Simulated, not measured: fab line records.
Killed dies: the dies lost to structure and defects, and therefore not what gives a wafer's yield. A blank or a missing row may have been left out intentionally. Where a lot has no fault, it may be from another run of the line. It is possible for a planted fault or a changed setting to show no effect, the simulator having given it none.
Which of the tools did it? -- flow n5_finfet -- 31 wafers from 11 lots sampled at 2 of the route's 1938 steps

WHAT THE GAUGES SHOWED, per wafer
N5_BEOL_M11_CD_MEAS_18: pitch 140 nm, target cd 70 nm.
lot,measured,on,cd_nm (nm)
L958,day 10 12:17,cd_sem-02,69.7 70.4 69.6
L959,day 11 01:32,cd_sem-03,70.4 70.5 70.7
L961,day 11 19:49,cd_sem-02,69.5 69.9 69.9
L962,day 12 22:44,cd_sem-01,69.8 69.5 69.6
L966,day 13 06:11,cd_sem-01,70.9 70.0 71.3
L968,day 14 03:32,cd_sem-03,69.9 70.6
L970,day 14 06:44,cd_sem-02,70.3 70.4
L971,day 14 20:20,cd_sem-03,70.5 68.9 69.5
L975,day 15 10:13,cd_sem-03,70.3 70.7 70.1
L973,day 15 11:22,cd_sem-02,70.0 70.1 70.4
L974,day 15 11:34,cd_sem-01,70.6 69.9 69.3

TOOL THAT RAN EACH LOT (tool first, then ch and the chambers of the sampled wafers, then the start)
lot,N5_BEOL_M11_STRIP_19
L958,"rie_diel-06 ch 1,2, day 10 12:13"
L959,"rie_diel-02 ch 0,1,2, day 11 01:28"
L961,"rie_diel-05 ch 1,2,3, day 11 19:45"
L962,"rie_diel-02 ch 0,2,3, day 12 22:40"
L966,"rie_diel-06 ch 1,2, day 13 06:07"
L968,"rie_diel-02 ch 0,2, day 14 03:28"
L970,"rie_diel-06 ch 1,3, day 14 06:40"
L971,"rie_diel-06 ch 1,2,3, day 14 20:16"
L975,"rie_diel-06 ch 1,2,3, day 15 10:08"
L973,"rie_diel-02 ch 1,2,3, day 15 11:17"
L974,"rie_diel-02 ch 0,3, day 15 11:30"
- N5_BEOL_M11_STRIP_19: strips in O2.

THE ANSWER, worked out from the rows above alone
Rule: the usual values come from the lots themselves. The widest of any qualifying gaps counts: lots, ordered by their means at a reading, are off when they make up no more than a third of the lots, leave a main group of 4 or more, and stand apart from it by 3 or more times the standard deviation of that group's means. A main group is skipped when, at the precision printed for the reading in the tables above, its means are all equal. Also off: a lot with no number at a reading for which 4 or more lots have one. Where the step has rows for the other lots, those lots are counted as sound.
Nothing can be told from this: no lot is off at any reading shown.

WHAT THE SIMULATOR HAD PUT IN
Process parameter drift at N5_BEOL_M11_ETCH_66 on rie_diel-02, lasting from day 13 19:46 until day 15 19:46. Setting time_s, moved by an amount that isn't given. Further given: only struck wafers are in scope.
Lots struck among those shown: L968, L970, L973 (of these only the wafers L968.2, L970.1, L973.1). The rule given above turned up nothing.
